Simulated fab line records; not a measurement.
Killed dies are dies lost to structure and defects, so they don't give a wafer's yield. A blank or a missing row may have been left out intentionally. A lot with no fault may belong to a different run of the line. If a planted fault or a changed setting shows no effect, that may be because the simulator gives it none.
fab line records | flow nandHarc | part 1 of 2: steps 1 to 4 of 6
record: lots: 22 wafers: 66 lastDay: 24
route steps=1159 shown A_CHANNEL_HOLE_D1@467 A_CHANNEL_FILL_D1@492 A_STAIRCASE@531
lots with no fault: from the same line, run without faults
startH: hours from the record's first day to the start of the lot's first wafer shown | waitH: hours elapsed since this lot's preceding step | " repeats the value in the row above | L1.1+2: one row covering several wafers at once | - no value, or no start given | * or withheld: withheld | < > ~ a bound
route shown NAME@n: names a module that has steps shown in the file, with the first one's number in the route | usual: average and standard deviation across the fault-free wafers | same: alike in all rows | chamber/n: place in a boat | sites: each site's reading | _std_site: standard deviation across them | _edge_site: mean of outer sites minus mean of inner sites | radiusMm: how far each site lies from the wafer's centre | mask NAME#n: copy n | behind: the tool/chamber that last shaped the wafer | hold: what put the lot on hold/how long, in hours/how the hold closed | device: which transistor (n, p or np) failed to switch | end of line: the route-end tests of the same wafers | a step given without rows: its recipe and nothing more | killed: at the first sort, the dies lost to defects and structure; wafer yield is something else | map: a wafer's dies, marking killed ones x, the rest . and places with no die _
set.NAME: the setting that was run; set.NAME@STEP: the one run at that earlier step | model.NAME: the simulator's own value behind a step, which no gauge read
one table for each step of the route and one row for each wafer, over a sample of lots
services: a tool's chamber out of use, with start hour (startH, from the record's first day; less than 0 if before it), hours out, and reason
== steps ==
step: NHARC_A_CHANNEL_HOLE_D1_ETCH_39
recipe: targetDepthA: 2600 overEtchFrac: 0.3 timeS: 325 ionEnergyEv: 200 n2FlowSccm: 150 h2FlowSccm: 150 arFlowSccm: 0 rfW: 400 biasW: 150 chemistry: N2/H2
usual: drypumpMotorCurrentA: 5.6/0.48 oesProductAu: 0.996/0.013 rfVppV: 431.0/2 showerheadPlenumPTorr: 2.06/0.069 throttleValvePct: 14.171/0.0095
columns lot.wafer tool chamber startH waitH drypumpMotorCurrentA oesProductAu rfHoursCounterH rfVppV showerheadPlenumPTorr throttleValvePct
L075.4 rieDiel-13 2 - - 5.5 0.981 4 433.0 2.11 14.157
L075.2 " 0 " " 5.3 1.000 4 433.7 2.10 14.166
L075.1 " 1 " " 4.8 1.020 4 431.6 2.06 14.193
L074.1 rieDiel-13 1 - - 4.8 1.011 4 431.9 2.06 14.178
L074.3 " 2 " " 5.5 0.985 4 432.0 2.11 14.176
L074.2 " 3 " " 5.9 1.005 4 426.5 1.93 14.170
L076.3 rieDiel-08 3 - - 6.3 0.999 2 431.4 2.07 14.159
L076.1 " 0 " " 6.4 0.991 3 433.6 2.16 14.180
L076.6 " 1 " " 5.2 1.014 - 432.1 2.11 14.185
L077.3 rieDiel-13 3 - - 5.9 0.981 6 427.2 1.93 14.181
L077.4 " 0 " " 5.4 0.997 6 432.5 2.10 14.147
L077.6 " 3 " " 5.9 1.003 - 428.2 1.93 14.175
L079.4 rieDiel-08 3 - - 6.2 0.991 3 430.8 2.07 14.181
L079.2 " 0 " " 6.4 0.990 4 433.5 2.16 14.166
L079.6 " 3 " " 6.3 0.995 - 430.7 2.07 14.152
L078.3 rieDiel-05 1 - - 5.5 0.995 1 427.9 1.98 14.184
L078.2 " 3 " " 6.1 0.990 1 428.7 1.99 14.164
L078.6 " 0 " " 5.3 0.998 - 433.1 2.16 14.176
L080.1 rieDiel-13 1 - - 4.8 0.998 8 430.6 2.06 14.181
L080.4 " 0 " " 5.4 0.987 8 432.0 2.10 14.170
L080.6 " 2 " " 5.4 0.976 - 431.9 2.11 14.171
L081.4 rieDiel-05 2 - - 6.2 0.987 2 429.6 2.01 14.174
L081.1 " 0 " " 5.3 0.997 2 432.2 2.16 14.164
L081.5 " 1 " " 5.5 0.991 - 429.6 1.98 14.165
L084.3 rieDiel-05 0 - - 5.2 0.994 3 435.0 2.16 14.164
L084.1 " 2 " " 6.2 0.992 3 428.4 2.01 14.171
L084.6 " 3 " " 6.0 0.994 - 429.0 1.99 14.168
L082.4 rieDiel-13 1 - - 4.8 1.007 9 431.3 2.06 14.165
L082.1 " 3 " " 5.9 1.005 9 427.2 1.93 14.177
L082.5 " 2 " " 5.4 0.993 - 432.3 2.11 14.181
L083.3 rieDiel-13 1 - - 4.8 0.997 9 431.0 2.06 14.159
L083.1 " 2 " " 5.4 0.983 9 432.7 2.11 14.183
L083.6 " 1 " " 4.8 0.993 - 431.5 2.06 14.169
L087.4 rieDiel-08 1 - - 5.2 1.012 6 432.4 2.11 14.169
L087.5 " 3 " " 6.3 0.986 - 428.6 2.07 14.179
L087.6 " 0 " " 6.4 0.985 - 434.6 2.16 14.166
L086.2 rieDiel-08 3 - - 6.3 0.983 6 431.5 2.07 14.170
L086.1 " 0 " " 6.4 0.983 6 432.4 2.16 14.181
L086.3 " 1 " " 5.2 1.018 6 431.7 2.11 14.179
L085.1 rieDiel-13 0 - - 5.3 1.011 11 433.4 2.10 14.186
L085.4 " 2 " " 5.4 0.975 10 431.3 2.11 14.187
L085.3 " 3 " " 5.9 1.027 11 428.0 1.93 14.170
L088.2 rieDiel-05 0 - - 5.2 0.994 6 433.6 2.16 14.166
L088.1 " 1 " " 5.5 0.985 6 429.1 1.98 14.182
L088.5 " 1 " " 5.5 0.977 - 429.0 1.98 14.178
L089.3 rieDiel-13 3 - - 5.9 1.019 11 427.1 1.93 14.179
L089.2 " 2 " " 5.5 0.988 11 432.3 2.11 14.164
L089.6 " 3 " " 5.9 1.030 - 427.9 1.93 14.164
L092.2 rieDiel-13 0 - - 5.3 0.998 12 431.9 2.10 14.156
L092.1 " 1 " " 4.8 1.011 12 430.8 2.06 14.181
L092.3 " 3 " " 5.9 1.005 12 428.3 1.93 14.182
L091.2 rieDiel-13 1 - - 4.8 0.999 12 431.0 2.06 14.168
L091.4 " 3 " " 5.9 1.016 13 426.0 1.93 14.165
L091.6 " 1 " " 4.8 1.006 - 431.1 2.06 14.172
L093.2 rieDiel-13 2 - - 5.4 0.996 0 431.7 2.11 14.181
L093.6 " 3 " " 5.9 0.997 - 427.8 1.93 14.172
L093.5 " 0 " " 5.4 1.001 - 432.7 2.10 14.175
L094.4 rieDiel-05 0 - - 5.3 0.997 8 432.4 2.16 14.178
L094.5 " 3 " " 6.0 0.995 - 429.0 1.99 14.161
L094.6 " 0 " " 5.3 0.992 - 434.3 2.16 14.168
L096.4 rieDiel-13 0 - - 5.4 0.989 2 431.7 2.10 14.165
L096.5 " 1 " " 4.8 1.016 - 430.4 2.06 14.172
L096.6 " 2 " " 5.4 0.987 - 430.5 2.11 14.181
L097.4 rieDiel-13 3 - - 5.9 1.005 2 426.1 1.93 14.174
L097.1 " 1 " " 4.9 1.019 2 431.7 2.06 14.168
L097.6 " 3 " " 5.9 0.998 - 425.7 1.93 14.178
step: NHARC_A_CHANNEL_HOLE_D1_ETCH_21
recipe: biasV: 3000 sourceW: withheld pressureMtorr: 20 timeS: 514.3 arFlowSccm: 375 c4f8FlowSccm: 89.3 o2FlowSccm: 35.7 tempC: -20 targetDepthA: 16000 chemistry: C4F8/O2/Ar
usual: drypumpMotorCurrentA: 5.8/0.66 heBacksideLeakSccm: 6.0/0.55 showerheadPlenumPTorr: 3.76/0.12 throttleValvePct: 32.154/0.0098
columns lot.wafer tool chamber startH waitH drypumpMotorCurrentA heBacksideLeakSccm rfHoursCounterH showerheadPlenumPTorr throttleValvePct
L075.1 harEtch-01 0 172.64 0.3 6.6 5.8 195 3.82 32.158
L075.2 " 1 " " 5.3 6.0 195 3.82 32.160
L075.4 " 0 " " 6.6 5.8 - 3.82 32.157
L074.2 harEtch-02 0 173.89 0.3 6.3 5.7 102 3.58 32.147
L074.1 " 1 " " 5.0 6.0 102 3.88 32.154
L074.3 " 0 " " 6.3 5.6 - 3.58 32.152
L076.1 harEtch-02 0 187.59 0.3 6.2 5.7 107 3.58 32.147
L076.3 " 0 " " 6.2 5.6 - 3.58 32.147
L076.6 " 0 " " 6.3 5.7 - 3.58 32.159
L077.3 harEtch-01 1 188.02 0.3 5.4 6.1 - 3.82 32.157
L077.4 " 0 " " 6.6 5.6 - 3.82 32.158
L077.6 " 1 " " 5.4 8.7 - 3.82 32.154
L079.2 harEtch-01 0 200.92 0.3 6.6 5.6 206 3.82 32.160
L079.4 " 1 " " 5.4 6.5 - 3.82 32.151
L079.6 " 1 " " 5.3 6.3 - 3.82 32.157
L078.2 harEtch-02 0 201.44 0.3 6.3 5.3 113 3.58 32.153
L078.3 " 0 " " 6.2 5.3 - 3.58 32.154
L078.6 " 1 " " 5.0 6.3 - 3.87 32.157
L080.1 harEtch-01 1 218.16 0.3 5.4 6.0 213 3.81 32.163
L080.4 " 0 " " 6.6 5.9 - 3.81 32.143
L080.6 " 0 " " 6.6 6.0 - 3.81 32.154
L081.1 harEtch-02 0 218.57 0.3 6.3 5.8 119 3.58 32.149
L081.4 " 1 " " 5.0 5.8 - 3.87 32.155
L081.5 " 0 " " 6.2 6.0 - 3.57 32.179
L084.1 harEtch-02 0 225.67 0.3 6.2 5.7 123 3.57 32.152
L084.3 " 0 " " 6.3 5.5 - 3.57 32.159
L084.6 " 1 " " 5.0 5.8 - 3.86 32.163
L082.1 harEtch-01 1 226.18 0.3 5.4 5.9 218 3.81 32.159
L082.4 " 0 " " 6.6 5.7 - 3.81 32.156
L082.5 " 0 " " 6.6 5.9 - 3.81 32.136
L083.1 harEtch-02 1 229.90 0.3 5.0 5.9 127 3.86 32.158
L083.3 " 0 " " 6.2 5.6 - 3.57 32.157
L083.6 " 1 " " 5.0 6.4 - 3.86 32.155
L087.4 harEtch-02 1 254.17 0.3 5.0 6.0 - 3.86 32.141
L087.6 " 0 " " 6.3 5.8 - 3.57 32.157
L087.5 " 1 " " 5.0 6.1 - 3.86 32.153
L086.1 harEtch-01 1 258.66 0.3 5.4 5.8 226 3.81 32.151
L086.2 " 0 " " 6.6 5.5 226 3.81 32.141
L086.3 " 1 " " 5.4 5.9 - 3.81 32.149
L085.1 harEtch-02 0 258.83 0.3 6.2 5.8 138 3.57 32.141
L085.3 " 0 " " 6.2 5.8 - 3.56 32.152
L085.4 " 1 " " 5.0 6.2 - 3.86 32.150
L088.2 harEtch-01 1 262.82 0.3 5.4 6.5 230 3.80 32.139
L088.1 " 0 " " 6.6 5.7 230 3.80 32.162
L088.5 " 1 " " 5.3 6.4 - 3.80 32.147
L089.2 harEtch-02 1 263.24 0.3 5.0 5.5 142 3.85 32.160
L089.3 " 1 " " 5.0 5.7 - 3.85 32.163
L089.6 " 1 " " 5.0 5.9 - 3.85 32.165
L092.2 harEtch-01 0 271.86 0.3 6.6 5.8 236 3.80 32.146
L092.1 " 1 " " 5.4 5.9 236 3.80 32.173
L092.3 " 0 " " 6.6 5.9 - 3.80 32.150
L091.2 harEtch-01 0 276.05 0.3 6.6 5.8 240 3.80 32.151
L091.4 " 1 " " 5.3 5.9 - 3.80 32.137
L091.6 " 1 " " 5.4 6.1 - 3.80 32.154
L093.2 harEtch-02 1 287.03 0.3 5.0 6.2 153 3.85 32.151
L093.5 " 1 " " 5.0 6.5 - 3.85 32.177
L093.6 " 0 " " 6.3 6.2 - 3.56 32.166
L094.4 harEtch-01 1 287.40 0.3 5.4 6.1 - 3.79 32.149
L094.5 " 0 " " 6.6 5.9 - 3.80 32.148
L094.6 " 1 " " 5.4 6.3 - 3.79 32.160
L096.4 harEtch-01 1 304.51 0.3 5.3 6.2 - 3.79 32.160
L096.5 " 0 " " 6.6 6.1 - 3.79 32.162
L096.6 " 1 " " 5.3 6.6 - 3.79 32.149
L097.1 harEtch-02 0 310.53 0.3 6.3 5.8 164 3.55 32.141
L097.4 " 1 " " 5.0 6.5 - 3.84 32.154
L097.6 " 0 " " 6.2 5.7 - 3.55 32.162
step: NHARC_A_CHANNEL_FILL_D1_ALD_02
recipe: targetThkA: 60 pulseTimeS: 10 aldCycles: 60 tempC: 300 material: SiO2
usual: heaterPowerW: 450/36 precursorPulseHeightRel: 1.001/0.019 susceptorTempC: 299.97/0.21
columns lot.wafer tool chamber startH waitH heaterPowerW precursorPulseHeightRel susceptorTempC
L075.1 aldHk-04 0 178.12 - 448 0.985 -
L075.2 " 1 " " 451 1.005 -
L075.4 " 2 " " 488 1.001 -
L074.3 aldHk-04 1 179.39 - 447 0.989 299.95
L074.2 " 2 " " 514 0.968 300.14
L074.1 " 0 " " 435 1.006 299.87
L076.1 aldHk-02 3 193.07 - 452 1.019 -
L076.3 " 0 " " 474 0.991 -
L076.6 " 3 " " 459 1.052 -
L077.3 aldHk-03 3 193.34 - 510 1.016 300.04
L077.4 " 0 " " 430 1.007 299.80
L077.6 " 0 " " 431 1.046 300.05
L079.4 aldHk-02 3 210.45 - 464 1.000 300.27
L079.2 " 0 " " 482 1.018 299.96
L079.6 " 3 " " 463 1.015 299.98
L078.2 aldHk-02 2 210.95 - 445 1.006 299.53
L078.3 " 3 " " 450 1.006 299.87
L078.6 " 1 " " 389 0.980 299.58
L080.4 aldHk-03 3 223.58 - 512 0.977 -
L080.1 " 1 " " 468 1.005 -
L080.6 " 0 " " 423 0.973 -
L081.4 aldHk-02 0 224.02 - 484 0.977 299.88
L081.1 " 2 " " 439 0.980 299.87
L081.5 " 1 " " 391 0.992 299.81
L084.1 aldHk-03 3 231.29 - 508 0.999 299.63
L084.3 " 0 " " 428 1.020 300.20
L084.6 " 2 " " 389 0.982 300.00
L082.1 aldHk-02 1 231.61 - 400 1.003 300.09
L082.4 " 3 " " 468 0.989 299.74
L082.5 " 1 " " 404 0.990 299.91
L083.1 aldHk-03 0 237.77 - 432 1.004 300.32
L083.3 " 1 " " 469 0.982 299.99
L083.6 " 3 " " 498 1.032 299.75
L087.4 aldHk-02 2 260.21 - 464 1.001 300.29
L087.6 " 2 " " 440 0.995 300.33
L087.5 " 3 " " 476 0.994 299.53
L086.3 aldHk-02 0 264.13 - 472 1.013 300.08
L086.2 " 1 " " 397 1.001 299.67
L086.1 " 2 " " 464 1.004 299.71
L085.4 aldHk-02 2 264.57 - 456 0.976 -
L085.1 " 0 " " 474 1.024 -
L085.3 " 1 " " 400 0.980 -
L088.1 aldHk-02 1 268.37 - 391 0.994 300.04
L088.2 " 2 " " 448 0.952 300.40
L088.5 " 1 " " 387 0.957 299.86
L089.3 aldHk-02 0 268.81 - 471 0.991 300.03
L089.2 " 2 " " 456 1.043 299.85
L089.6 " 0 " " 477 0.972 300.11
L092.2 aldHk-02 1 277.44 - 392 1.013 300.03
L092.1 " 2 " " 451 1.004 299.91
L092.3 " 3 " " 467 0.998 299.71
L091.2 aldHk-04 2 282.15 - 495 0.998 299.71
L091.4 " 1 " " 456 0.990 300.02
L091.6 " 2 " " 471 0.991 300.09
L093.2 aldHk-02 2 292.51 - 451 1.003 299.95
L093.5 " 2 " " 446 1.002 299.94
L093.6 " 3 " " 444 1.033 300.25
L094.4 aldHk-02 2 293.02 - 447 0.978 299.86
L094.6 " 1 " " 364 1.006 299.70
L094.5 " 2 " " 454 0.982 299.85
L096.4 aldHk-03 1 309.82 - 468 1.001 299.79
L096.5 " 1 " " 469 1.014 299.26
L096.6 " 2 " " 387 0.988 299.95
L097.1 aldHk-03 2 316.06 - 398 0.978 300.12
L097.4 " 3 " " 509 1.020 300.11
L097.6 " 0 " " 427 0.996 299.86
step: NHARC_A_STAIRCASE_ETCH_169
recipe: targetDepthA: 500 timeS: 107.1 ionEnergyEv: 120 ch3fFlowSccm: 50 o2FlowSccm: 30 arFlowSccm: 200 rfW: 500 biasW: 100 chemistry: CH3F/O2
usual: drypumpMotorCurrentA: 5.7/0.59 oesProductAu: 0.949/0.024 rfVppV: 244.4/2.1 showerheadPlenumPTorr: 2.47/0.14 throttleValvePct: 20.665/0.0085
columns lot.wafer tool chamber startH waitH drypumpMotorCurrentA oesProductAu rfHoursCounterH rfVppV showerheadPlenumPTorr throttleValvePct
L074.2 rieDiel-11 3 227.24 0.3 5.3 0.904 9 242.5 2.34 20.652
L074.3 " 1 " " 5.5 0.913 10 240.9 2.32 20.671
L074.1 " 2 " " 6.1 0.948 10 242.0 2.31 20.659
L075.4 rieDiel-02 0 227.35 0.1 4.9 0.957 26 246.8 2.65 20.662
L075.1 " 1 " " 6.6 0.970 26 245.7 2.57 20.656
L075.2 " 2 " " 6.7 0.972 27 246.1 2.51 20.659
L077.4 rieDiel-03 0 247.23 0.1 5.7 0.947 9 245.8 2.63 20.682
L077.3 " 2 " " 5.5 0.957 10 247.1 2.63 20.671
L077.6 " 0 " " 5.7 0.962 - 247.9 2.63 20.648
L076.3 rieDiel-03 0 247.30 0.1 5.7 0.946 9 247.7 2.63 20.676
L076.1 " 1 " " 5.2 0.937 9 243.1 2.40 20.653
L076.6 " 3 " " 5.6 0.965 - 242.0 2.31 20.672
L078.2 rieDiel-11 1 259.14 0.1 5.5 0.957 21 242.9 2.31 20.667
L078.3 " 2 " " 6.1 0.959 22 241.4 2.31 20.677
L078.6 " 2 " " 6.1 0.971 - 242.4 2.31 20.670
L079.4 rieDiel-02 2 259.31 0.1 6.8 0.933 41 245.8 2.51 20.656
L079.2 " 1 " " 6.6 0.970 39 245.8 2.57 20.669
L079.6 " 3 " " 5.5 0.967 - 242.1 2.38 20.666
L080.1 rieDiel-02 2 275.17 0.1 6.8 0.953 45 244.5 2.50 20.655
L080.4 " 3 " " 5.5 0.998 45 243.0 2.38 20.658
L080.6 " 3 " " 5.5 1.002 - 242.8 2.38 20.659
L081.4 rieDiel-02 1 275.38 0.1 6.6 0.923 43 245.1 2.56 20.671
L081.1 " 2 " " 6.7 0.917 45 245.3 2.50 20.675
L081.5 " 1 " " 6.7 0.933 - 244.4 2.56 20.653
L082.1 rieDiel-03 1 280.95 0.1 5.2 0.958 18 243.8 2.39 20.673
L082.4 " 0 " " 5.7 0.969 18 245.5 2.63 20.669
L082.5 " 2 " " 5.5 0.980 - 246.3 2.63 20.661
L084.1 rieDiel-03 3 281.13 0.1 5.6 0.948 20 241.8 2.31 20.672
L084.3 " 1 " " 5.2 0.946 18 244.5 2.39 20.663
L084.6 " 2 " " 5.5 0.946 - 247.5 2.63 20.666
L083.1 rieDiel-11 3 288.46 0.3 5.4 0.907 31 242.8 2.33 20.665
L083.3 " 0 " " 6.8 0.921 33 246.3 2.65 20.665
L083.6 " 1 " " 5.5 0.917 - 242.6 2.31 20.657
L087.4 rieDiel-03 0 309.54 0.1 5.6 0.989 31 246.2 2.62 20.665
L087.6 " 3 " " 5.6 0.987 - 241.0 2.30 20.664
L087.5 " 0 " " 5.7 0.988 - 246.7 2.62 20.668
L085.3 rieDiel-02 1 313.25 0.1 6.6 0.937 56 245.5 2.56 20.671
L085.1 " 3 " " 5.5 0.932 58 243.8 2.37 20.668
L085.4 " 0 " " 4.9 0.909 57 246.8 2.64 20.661
L086.2 rieDiel-02 3 313.55 0.1 5.5 0.932 58 243.1 2.37 20.674
L086.3 " 0 " " 4.9 0.911 57 247.8 2.64 20.661
L086.1 " 2 " " 6.8 0.918 59 244.4 2.50 20.648
L088.1 rieDiel-03 3 317.32 0.1 5.6 0.962 35 242.8 2.30 20.657
L088.2 " 0 " " 5.6 0.972 34 246.6 2.62 20.676
L088.5 " 1 " " 5.2 0.960 - 242.7 2.39 20.667
L089.3 rieDiel-03 1 317.53 0.1 5.2 0.934 24 243.5 2.39 20.656
L089.2 " 3 " " 5.5 0.945 36 240.6 2.30 20.668
L089.6 " 0 " " 5.7 0.946 - 246.7 2.62 20.663
L092.1 rieDiel-03 1 328.08 0.1 5.2 0.942 30 240.8 2.39 20.659
L092.2 " 3 " " 5.5 0.936 41 242.6 2.30 20.663
L092.3 " 0 " " 5.7 0.947 40 247.7 2.62 20.661
L091.4 rieDiel-03 0 334.61 0.1 5.7 0.985 43 245.7 2.62 20.654
L091.2 " 3 " " 5.5 0.973 45 242.0 2.30 20.657
L091.6 " 0 " " 5.7 0.985 - 247.1 2.62 20.668
L093.2 rieDiel-02 0 341.91 0.1 4.9 0.968 2 246.2 2.63 20.672
L093.5 " 0 " " 4.9 0.970 - 246.7 2.63 20.677
L093.6 " 1 " " 6.6 0.982 - 246.2 2.55 20.670
L094.4 rieDiel-11 1 342.22 0.1 5.5 0.918 55 243.2 2.30 20.680
L094.6 " 2 " " 6.1 0.921 - 242.7 2.30 20.668
L094.5 " 3 " " 5.3 0.913 - 242.9 2.32 20.668
L096.4 rieDiel-11 3 357.95 0.1 5.3 0.906 56 243.6 2.32 20.655
L096.6 " 1 " " 5.5 0.915 - 241.6 2.30 20.687
L096.5 " 2 " " 6.1 0.928 - 243.1 2.30 20.664
L097.1 rieDiel-03 0 368.26 0.1 5.7 0.926 56 246.1 2.61 20.678
L097.4 " 1 " " 5.2 0.927 44 243.0 2.38 20.675
L097.6 " 2 " " 5.5 0.930 - 246.9 2.62 20.658
